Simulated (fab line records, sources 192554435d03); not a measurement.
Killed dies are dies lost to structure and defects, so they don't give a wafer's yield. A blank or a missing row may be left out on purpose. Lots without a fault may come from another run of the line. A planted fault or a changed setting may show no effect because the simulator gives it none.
Split-lot experiment | flow n5_finfet | 7 lots, 21 wafers read, on a route of 1938 steps

THE SPLIT
At N5_BEOL_M10_TRENCH_ETCH_37 (etches SiCOH lowk in C4F6/O2, target depth 148.83 nm, time 48 s), the setting time_s was moved away from the recipe's 48 s on 9 of the 21 wafers read, by -9.0% to +10.5%. The other wafers ran this setting at the recipe's value.

The reading is taken at the split's own step.

THE READING
BEOL_M10.feature_depth_nm (the simulator's own value, which no gauge read), in nm, at N5_BEOL_M10_TRENCH_ETCH_37 (etches SiCOH lowk in C4F6/O2, target depth 148.83 nm, time 48 s). The file gives no usual value for it. The 12 wafers here that ran the recipe average 150.2 nm, standard deviation 2.5 nm.

wafer  | tool, chamber at the split | time_s as run, s | against the recipe | BEOL_M10.feature_depth_nm, nm | against lot-mates on the recipe
L080.3 | rie_diel-05, 3             | 48               | recipe             | 152                           | -
L080.5 | rie_diel-05, 0             | 52.81            | +10.0%             | 164.8                         | +12.8
L080.6 | rie_diel-05, 1             | 52.81            | +10.0%             | 154.2                         | +2.2
L082.4 | rie_diel-05, 0             | 44.53            | -7.2%              | 139.6                         | no lot-mate on the recipe
L082.5 | rie_diel-05, 2             | 44.53            | -7.2%              | 140.4                         | no lot-mate on the recipe
L082.6 | rie_diel-05, 3             | 44.53            | -7.2%              | 136.8                         | no lot-mate on the recipe
L083.3 | rie_diel-01, 2             | 53.03            | +10.5%             | 161.2                         | +8.9
L083.4 | rie_diel-01, 3             | 48               | recipe             | 151.4                         | -
L083.5 | rie_diel-01, 3             | 48               | recipe             | 153.2                         | -
L084.1 | rie_diel-05, 3,0           | 48               | recipe             | 146.2                         | -
L084.3 | rie_diel-05, 3,0           | 48               | recipe             | 146.2                         | -
L084.4 | rie_diel-05, 3             | 48               | recipe             | 145.8                         | -
L086.1 | rie_diel-01, 0             | 48               | recipe             | 151.6                         | -
L086.4 | rie_diel-01, 1             | 44.14            | -8.0%              | 135.4                         | -16.5
L086.6 | rie_diel-01, 3             | 48               | recipe             | 152.2                         | -
L092.1 | rie_diel-04, 3             | 48               | recipe             | 151.2                         | -
L092.3 | rie_diel-04, 1             | 43.66            | -9.0%              | 134                           | -17.2
L092.4 | rie_diel-04, 1             | 43.66            | -9.0%              | 133.6                         | -17.6
L097.2 | rie_diel-01, 1             | 48               | recipe             | 151.6                         | -
L097.4 | rie_diel-01, 0             | 48               | recipe             | 151.2                         | -
L097.6 | rie_diel-01, 3             | 48               | recipe             | 149.8                         | -
Where a row lists several chambers, the file gives one row for several wafers and doesn't say which wafer went through which chamber.

THE FIT
A straight line over all 21 wafers: BEOL_M10.feature_depth_nm changes by +1.35 nm for each +1% of time_s; r = +0.93; the points scatter about the line by 3.3 nm.
The same after taking each lot's own level away (the mean of its wafers on the recipe; 18 wafers): +1.3 nm for each +1%; r = +0.91; scatter 3.4 nm.
On that fit, the largest move of time_s shifts the reading by 14 nm.
The lots' own levels span 146.07 to 152.30 nm, that is 2.5 times the standard deviation above.
So the lot-to-lot level changes the slope little: the two slopes agree.
Check: with one of the wafers moved furthest among these (+10.5%) left out of the fit, the line predicts +12.7 nm for it against its lot-mates. It came out at +8.9 nm against them.

OTHER SPLITS ON THESE WAFERS
These wafers also went through other splits before the reading. Each is held against what the fit with the lots' levels taken away leaves over:
other split on the same wafers | wafers away from the commonest value | r with BEOL_M10.feature_depth_nm (lot level and that fit taken away)
N5_BEOL_M5_ETCH_41 source_w    | 5                                    | +0.25
N5_BEOL_M7_ETCH_41 source_w    | 8                                    | +0.05
N5_BEOL_M8_COAT_22 spin_rpm    | 4                                    | +0.15
N5_BEOL_M8_EXPOSE_25 dose_mj   | 5                                    | -0.29
N5_BEOL_M9_COAT_22 spin_rpm    | 8                                    | -0.30
N5_BEOL_M10_EXPOSE_08 dose_mj  | 3                                    | +0.13

THE WHOLE CHAIN: every reading that the file lists as answering this split, in the file's order
step                       | what it does                                                    | reading                                                                    | change (the file's fit)              | r (the file's)
N5_BEOL_M10_TRENCH_ETCH_37 | etches SiCOH lowk in C4F6/O2, target depth 148.83 nm, time 48 s | etch.depth_nm (the simulator's own value, which no gauge read)             | +1.28 nm for each +1% of the setting | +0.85
N5_BEOL_M10_TRENCH_ETCH_37 | etches SiCOH lowk in C4F6/O2, target depth 148.83 nm, time 48 s | BEOL_M10.feature_depth_nm (the simulator's own value, which no gauge read) | +1.29 nm for each +1% of the setting | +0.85

THE FILE'S OWN FIT
BEOL_M10.feature_depth_nm changes by +1.29 nm for each +1% of time_s, r = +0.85.
